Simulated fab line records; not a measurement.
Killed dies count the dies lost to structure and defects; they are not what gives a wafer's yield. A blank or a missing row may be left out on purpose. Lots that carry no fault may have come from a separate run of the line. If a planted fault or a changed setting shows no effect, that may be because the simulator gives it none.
Matching of chambers / flow n5-finfet / N5_BEOL_M3_PRE_CLEAN_60 on cvd-co-01: 3 sister chambers
The step time 15 s. 18 wafers are shown with their chamber, then 9 later ones without.

WAFERS WITH THEIR CHAMBER
wafer=L075.1; chamber=2; heater-power-w (W)=70; rf-fwd-power-W (W)=296.4
wafer=L075.3; chamber=0; heater-power-w (W)=91; rf-fwd-power-W (W)=295.4
wafer=L075.6; chamber=2; heater-power-w (W)=71; rf-fwd-power-W (W)=296.9
wafer=L079.2; chamber=1; heater-power-w (W)=77; rf-fwd-power-W (W)=297.7
wafer=L079.4; chamber=1; heater-power-w (W)=76; rf-fwd-power-W (W)=297.4
wafer=L079.6; chamber=2; heater-power-w (W)=71; rf-fwd-power-W (W)=297.0
wafer=L080.1; chamber=1; heater-power-w (W)=75; rf-fwd-power-W (W)=297.0
wafer=L080.4; chamber=0; heater-power-w (W)=94; rf-fwd-power-W (W)=295.7
wafer=L080.5; chamber=1; heater-power-w (W)=76; rf-fwd-power-W (W)=297.7
wafer=L083.2; chamber=0; heater-power-w (W)=90; rf-fwd-power-W (W)=296.0
wafer=L083.3; chamber=2; heater-power-w (W)=70; rf-fwd-power-W (W)=296.9
wafer=L083.4; chamber=0; heater-power-w (W)=92; rf-fwd-power-W (W)=298.0
wafer=L086.1; chamber=1; heater-power-w (W)=76; rf-fwd-power-W (W)=297.9
wafer=L086.2; chamber=0; heater-power-w (W)=92; rf-fwd-power-W (W)=296.0
wafer=L086.4; chamber=1; heater-power-w (W)=78; rf-fwd-power-W (W)=296.5
wafer=L087.1; chamber=1; heater-power-w (W)=76; rf-fwd-power-W (W)=297.4
wafer=L087.5; chamber=1; heater-power-w (W)=77; rf-fwd-power-W (W)=297.8
wafer=L087.6; chamber=2; heater-power-w (W)=69; rf-fwd-power-W (W)=298.1

SIGNATURES (averages over the wafers above)
reading=heater-power-w; chamber 0=91.80; chamber 1=76.38; chamber 2=70.20; scatter within a chamber=1.08
reading=rf-fwd-power-W; chamber 0=296.220; chamber 1=297.425; chamber 2=297.060; scatter within a chamber=0.699
Rule: a wafer's distance from a chamber is the root of the sum, over the readings, of the square of ((its reading less the chamber's mean) divided by the reading's scatter). If the next closest chamber is less than 2 further off than the closest, the wafer can't be placed; otherwise it belongs to the closest. The scatter is the square root of a quotient: the sum, over the shown wafers, of each reading's squared deviation from its chamber's mean, divided by wafers minus chambers.

WAFERS MISSING THEIR CHAMBER
wafer=L089.2; heater-power-w (W)=76; rf-fwd-power-W (W)=297.3
wafer=L089.5; heater-power-w (W)=71; rf-fwd-power-W (W)=297.4
wafer=L089.6; heater-power-w (W)=76; rf-fwd-power-W (W)=296.8
wafer=L092.1; heater-power-w (W)=92; rf-fwd-power-W (W)=294.8
wafer=L092.2; heater-power-w (W)=78; rf-fwd-power-W (W)=296.0
wafer=L092.4; heater-power-w (W)=78; rf-fwd-power-W (W)=296.6
wafer=L094.3; heater-power-w (W)=76; rf-fwd-power-W (W)=296.4
wafer=L094.4; heater-power-w (W)=95; rf-fwd-power-W (W)=297.1
wafer=L094.5; heater-power-w (W)=70; rf-fwd-power-W (W)=298.4

EACH ONE'S CHAMBER
wafer=L089.2; from the rows above=1; in truth=1
wafer=L089.5; from the rows above=2; in truth=2
wafer=L089.6; from the rows above=1; in truth=1
wafer=L092.1; from the rows above=0; in truth=0
wafer=L092.2; from the rows above=1; in truth=1
wafer=L092.4; from the rows above=1; in truth=1
wafer=L094.3; from the rows above=1; in truth=1
wafer=L094.4; from the rows above=0; in truth=0
wafer=L094.5; from the rows above=2; in truth=2
Placed correctly: 9 of 9. Can't be placed from these rows: 0. Wrongly placed: 0.
